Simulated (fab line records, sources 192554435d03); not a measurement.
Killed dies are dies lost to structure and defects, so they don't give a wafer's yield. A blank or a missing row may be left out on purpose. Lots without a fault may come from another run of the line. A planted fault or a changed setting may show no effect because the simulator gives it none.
fab line records | flow n5_finfet
record lots=15 wafers=39 last_day=18
route steps=1938 shown BEOL_M8@1335
lots that met no fault: from a run of the same line without faults
start_h: hours from the record's first day to the start of the lot's first wafer shown | wait_h: hours since the lot's step before | " the same as in the row above | L1.1+2: a row that stands for several wafers | - no value, or no start given | * or withheld: withheld | < > ~ a bound
route shown NAME@n: a module of which the file shows steps, and the number in the route of the first | usual: mean/standard deviation of fault-free wafers | same: alike in all rows | chamber/n: place in a boat | sites: the reading at each site | _std_site: their standard deviation | _edge_site: outer sites' mean less inner sites' | radius_mm: how far each site lies from the wafer's centre | mask NAME#n: copy n | behind: the tool/chamber that last shaped the wafer | hold: why the lot was held/for how many hours/how that ended | device: the transistor (n, p or np) that didn't switch | end of line: the same wafers' tests at the end of the route | a step without rows: its recipe alone | killed: dies lost to structure and defects at the first sort, not the wafer's yield | map: a wafer's dies, x killed, . not, _ none there
set.NAME: the setting as run; set.NAME@STEP: as run at that earlier step | model.NAME: the simulator's own value behind a step, which no gauge read
steps of the route over a sample of lots; a table a step, a row a wafer
services: from which hour (start_h, from the record's first day; less than 0 if before it) a tool's chamber was out of use, for how many hours, and why
## steps
# step N5_BEOL_M8_PECVD_70
# recipe material=SiO2 target_thk_a=200 temp_c=400 precursor=TEOS/O2 pressure_torr=5.5 rf_w=450 teos_flow_sccm=53.8 gas=O2 flow_sccm=3000 time_s=22.7
# usual heater_power_w=700/130 showerhead_plenum_p_Torr=8.76/0.051 throttle_valve_pct=23.1/1.5
# columns lot.wafer tool chamber start_h wait_h heater_power_w showerhead_plenum_p_Torr throttle_valve_pct
L917.1 pecvd-03 1 210.03 0.0 597 8.74 25.0
L917.4 " 0 " " 754 8.70 23.3
L919.2 pecvd-03 2 213.59 0.0 742 8.68 21.6
L919.4 " 0 " " 816 8.69 22.9
L919.6 " 1 " " 582 8.75 24.9
L921.2 pecvd-03 2 231.91 0.0 695 8.71 22.0
L921.3 " 0 " " 788 8.73 23.2
L921.6 " 2 " " 686 8.71 21.5
L923.4 pecvd-02 2 238.93 0.1 582 8.88 20.0
L923.5 " 0 " " 521 8.78 22.7
L924.1 pecvd-02 0 246.14 0.0 582 8.77 22.8
L924.5 " 1 " " 736 8.77 23.5
L925.4 pecvd-04 1 251.90 0.1 905 8.68 24.6
L925.6 " 0 " " 938 8.77 25.0
L929.5 pecvd-03 1 272.47 0.1 560 8.76 25.0
L929.6 " 0 " " 777 8.71 23.4
L930.1 pecvd-03 0 276.82 0.0 839 8.70 23.2
L930.3 " 1 " " 583 8.74 25.2
L930.5 " 2 " " 742 8.70 22.0
L932.1 pecvd-02 1 290.58 0.0 754 8.77 23.6
L932.5 " 2 " " 561 8.87 20.6
L932.6 " 1 " " 732 8.74 23.6
L931.1 pecvd-03 0 297.27 0.0 856 8.73 23.2
L931.2 " 2 " " 758 8.68 22.1
L931.6 " 1 " " 479 8.73 25.1
L937.3 pecvd-04 1 324.49 0.0 843 8.69 24.5
L937.4 " 0 " " 963 8.77 25.0
L937.6 " 2 " " 737 8.79 21.4
L933.1 pecvd-04 1 327.09 0.0 796 8.70 24.2
L933.5 " 0 " " 871 8.78 24.8
L936.2 pecvd-02 1 332.20 0.0 747 8.76 23.8
L936.4 " 1 " " 737 8.77 23.7
L936.6 " 2 " " 658 8.88 20.4
L939.4 pecvd-02 0 340.72 0.1 545 8.75 23.1
L939.5 " 1 " " 716 8.76 23.8
L939.6 " 0 " " 551 8.77 22.8
L938.1 pecvd-02 0 341.26 0.0 617 8.74 22.8
L938.5 " 0 " " 607 8.78 22.8
L938.6 " 1 " " 629 8.75 23.8
# step N5_BEOL_M8_ETCH_61
# recipe chemistry=CF4 target=SiARC target_depth_a=455 mask_material=CAR-ArF time_s=75.8 ion_energy_ev=80 pressure_mtorr=40 source_w=545 bias_w=36 Ar_flow_sccm=100 cf4_flow_sccm=100 ends=cleared
# usual drypump_motor_current_A=5.7/0.39 etch_rf_on_time_s=76/3.5 oes_product_au=0.68/0.082 rf_vpp_V=184.6/1.2 showerhead_plenum_p_Torr=2.17/0.078 throttle_valve_pct=15.57/0.3
# columns lot.wafer tool chamber start_h wait_h drypump_motor_current_A etch_rf_on_time_s oes_product_au rf_hours_counter_h rf_vpp_V showerhead_plenum_p_Torr throttle_valve_pct
L917.1 rie_diel-03 1 211.12 0.0 6.2 73 0.81 8 183.8 2.09 14.99
L917.4 " 3 " " 6.0 77 0.71 - 183.7 2.18 15.51
L919.2 rie_diel-02 1 216.86 0.0 5.9 76 0.80 8 184.5 2.27 15.38
L919.4 " 3 " " 6.4 74 0.71 95 184.8 2.16 15.45
L919.6 " 1 " " 5.9 76 0.81 - 186.7 2.27 15.35
L921.2 rie_diel-02 0 232.73 0.0 5.1 80 0.57 240 183.7 2.02 15.87
L921.3 " 3 " " 6.4 74 0.69 100 185.1 2.16 15.45
L921.6 " 1 " " 5.9 77 0.77 - 184.7 2.27 15.37
L923.4 rie_diel-01 2 240.52 0.0 5.1 75 0.73 67 183.1 2.06 15.28
L923.5 " 3 " " 5.8 74 0.59 - 183.9 2.20 16.06
L924.1 rie_diel-03 2 249.00 0.0 5.6 81 0.60 164 183.6 2.16 15.84
L924.5 " 2 " " 5.6 81 0.60 - 184.2 2.16 15.83
L925.4 rie_diel-01 1 253.15 0.0 6.1 78 0.61 212 185.6 2.10 15.61
L925.6 " 1 " " 6.0 78 0.61 - 184.6 2.10 15.61
L929.5 rie_diel-03 2 274.62 0.0 5.5 79 0.61 - 184.8 2.15 15.85
L929.6 " 1 " " 6.2 72 0.78 - 183.4 2.08 15.03
L930.1 rie_diel-02 2 281.47 0.0 5.3 72 0.73 58 186.2 2.28 15.71
L930.3 " 3 " " 6.4 74 0.69 118 184.7 2.16 15.51
L930.5 " 1 " " 5.9 76 0.76 - 184.3 2.27 15.42
L932.1 rie_diel-01 3 291.72 0.0 5.7 73 0.59 243 185.7 2.19 16.09
L932.5 " 3 " " 5.8 72 0.58 - 185.7 2.20 16.10
L932.6 " 0 " " 5.8 81 0.58 - 184.9 2.22 15.90
L931.1 rie_diel-03 1 299.23 0.0 6.1 73 0.75 35 182.9 2.08 15.02
L931.2 " 0 " " 5.4 79 0.77 22 186.1 2.25 15.28
L931.6 " 2 " " 5.6 80 0.60 - 184.0 2.15 15.90
L937.3 rie_diel-01 1 326.17 0.0 6.1 79 0.59 239 183.2 2.10 15.65
L937.4 " 0 " " 5.8 83 0.56 - 183.8 2.22 15.95
L937.6 " 1 " " 6.1 80 0.59 - 183.7 2.09 15.67
L933.1 rie_diel-02 0 328.09 0.0 5.1 76 0.77 11 185.7 2.27 15.38
L933.5 " 1 " " 5.9 78 0.74 - 185.9 2.26 15.44
L936.2 rie_diel-01 0 333.20 0.0 5.8 83 0.56 233 184.5 2.22 15.96
L936.4 " 2 " " 5.1 74 0.70 104 183.4 2.05 15.33
L936.6 " 2 " " 5.2 74 0.70 - 184.2 2.05 15.33
L939.4 rie_diel-03 0 342.11 0.0 5.4 80 0.73 40 186.2 2.24 15.32
L939.5 " 0 " " 5.4 80 0.73 - 188.0 2.24 15.31
L939.6 " 3 " " 6.0 78 0.66 - 184.6 2.16 15.61
L938.1 rie_diel-03 0 342.37 0.0 5.4 80 0.73 40 184.4 2.24 15.33
L938.5 " 1 " " 6.2 75 0.72 - 182.7 2.08 15.06
L938.6 " 2 " " 5.6 81 0.59 - 184.2 2.14 15.92
# step N5_BEOL_M8_CD_MEAS_18
# recipe pitch_nm=80 target_cd_nm=40
# usual cd_nm=39.9/0.74
# columns lot.wafer tool chamber start_h wait_h cd_nm
L917.1 cd_sem-03 - 211.54 0.0 39.1
L917.4 " - " " 40.2
L919.2 cd_sem-01 - 217.40 0.1 40.1
L919.4 " - " " 40.8
L919.6 " - " " 40.0
L921.2 cd_sem-01 - 233.15 0.1 38.5
L921.3 " - " " 40.5
L921.6 " - " " 39.3
L923.4 cd_sem-01 - 240.96 0.0 39.4
L923.5 " - " " 39.5
L924.1 cd_sem-02 - 249.48 0.1 39.0
L924.5 " - " " 37.7
L925.4 cd_sem-03 - 253.57 0.1 40.4
L925.6 " - " " 39.6
L929.5 cd_sem-01 - 275.02 0.0 39.5
L929.6 " - " " 38.8
L930.1 cd_sem-01 - 282.01 0.0 40.1
L930.3 " - " " 39.9
L930.5 " - " " 39.6
L932.1 cd_sem-03 - 292.14 0.0 40.6
L932.5 " - " " 40.1
L932.6 " - " " 39.8
L931.1 cd_sem-03 - 299.66 0.0 39.1
L931.2 " - " " 39.5
L931.6 " - " " 38.7
L937.3 cd_sem-03 - 326.61 0.1 40.3
L937.4 " - " " 39.6
L937.6 " - " " 39.5
L933.1 cd_sem-03 - 328.54 0.0 39.9
L933.5 " - " " 40.1
L936.2 cd_sem-02 - 333.62 0.1 39.6
L936.4 " - " " 40.3
L936.6 " - " " 40.1
L939.4 cd_sem-02 - 342.65 0.1 41.0
L939.5 " - " " 40.5
L939.6 " - " " 40.7
L938.1 cd_sem-01 - 342.92 0.0 39.9
L938.5 " - " " 40.8
L938.6 " - " " 39.0
# step N5_BEOL_M8_DEVELOP_27
# recipe develop_time_s=30 developer=TMAH resist=CAR-EUV rinse_liquid=surfactant_rinse dry=air_spin dev_temp_c=23
# usual chill_plate_temp_C=22.99/0.1 develop_time_s=30/0
# columns lot.wafer tool chamber start_h wait_h chill_plate_temp_C develop_time_s
L917.1 litho_track-05 0 215.62 - 22.90 30
L917.4 " 0 " " 23.23 30
L919.2 litho_track-05 0 218.85 - 22.93 30
L919.4 " 0 " " 22.85 30
L919.6 " 0 " " 22.95 30
L921.2 litho_track-03 0 233.75 - 22.90 30
L921.3 " 0 " " 22.93 30
L921.6 " 0 " " 23.09 30
L923.4 litho_track-03 0 241.35 - 23.02 30
L923.5 " 0 " " 23.03 30
L924.1 litho_track-03 0 249.83 - 23.10 30
L924.5 " 0 " " 23.11 30
L925.4 litho_track-04 0 255.44 - 23.03 30
L925.6 " 0 " " 23.14 30
L929.5 litho_track-05 0 280.25 - 23.13 30
L929.6 " 0 " " 23.05 30
L930.1 litho_track-04 - 287.06 - - -
L930.3 " - " " - -
L930.5 " - " " - -
L932.1 litho_track-03 - 293.47 - - -
L932.5 " - " " - -
L932.6 " - " " - -
L931.1 litho_track-05 - 303.84 - - -
L931.2 " - " " - -
L931.6 " - " " - -
L937.3 litho_track-03 0 328.41 - 22.86 30
L937.4 " 0 " " 22.98 30
L937.6 " 0 " " 22.92 30
L933.1 litho_track-05 0 328.80 - 23.21 30
L933.5 " 0 " " 23.09 30
L936.2 litho_track-05 0 336.68 - 23.02 30
L936.4 " 0 " " 22.92 30
L936.6 " 0 " " 22.95 30
L938.1 litho_track-03 0 345.45 - 23.13 30
L938.5 " 0 " " 23.04 30
L938.6 " 0 " " 23.04 30
L939.4 litho_track-04 0 345.50 - 22.85 30
L939.5 " 0 " " 23.02 30
L939.6 " 0 " " 22.97 30
## services
# columns tool chamber start_h hours kind
pecvd-02 2 202.38 - clean
pecvd-02 2 202.38 - consumable_replace:showerhead
pecvd-02 2 202.38 29.0 scheduled_down
pecvd-02 2 202.38 29.0 vent_cycle
rie_diel-03 0 206.91 - clean
rie_diel-03 0 206.91 - consumable_replace:focus_ring
rie_diel-03 0 206.91 - consumable_replace:showerhead
rie_diel-01 0 227.96 4.4 repair
pecvd-04 - 242.28 1.9 repair
pecvd-03 2 253.61 5.5 scheduled_down
pecvd-04 - 254.34 14.9 repair
rie_diel-01 0 265.24 2.7 repair
rie_diel-03 3 269.14 2.9 repair
pecvd-02 0 269.66 11.3 repair
pecvd-03 - 270.66 0.8 pm
rie_diel-03 0 276.55 9.1 repair
pecvd-03 - 278.96 2.8 pm
rie_diel-03 0 288.37 9.7 repair
pecvd-02 1 291.40 27.1 repair
rie_diel-02 - 297.79 0.4 repair
pecvd-04 2 298.62 3.8 repair
pecvd-02 - 301.70 28.1 pm
rie_diel-03 3 317.24 16.4 repair
rie_diel-02 0 318.32 7.6 repair
## key
first_sign step=N5_BEOL_M8_DEVELOP_27 reading=tool_record direction=missing
effect none on later readings
met_at N5_BEOL_M8_DEVELOP_27
struck_lots L930,L931,L932
later_rows_left_out L930.1,L930.3,L930.5,L931.1,L931.2,L931.6,L932.1,L932.5,L932.6
sort_left_out L930.1,L930.3,L930.5,L931.1,L931.2,L931.6,L932.1,L932.5,L932.6
not_acting_at N5_BEOL_M8_PECVD_70,N5_BEOL_M8_ETCH_61,N5_BEOL_M8_CD_MEAS_18
onset_between 280.25 287.06
fault kind=skipped_step_whole tool=litho_track-03,litho_track-04,litho_track-05 chamber=- onset_h=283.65 steps=N5_BEOL_M8_DEVELOP_27 scope=struck_lots_only
# sort_left_out: the simulated sort isn't trusted on such a fault, so these wafers' sort isn't shown, and their yield isn't known
# later_rows_left_out: the simulator's readings of these wafers behind a module that went badly wrong aren't trusted and aren't shown, but for the sort
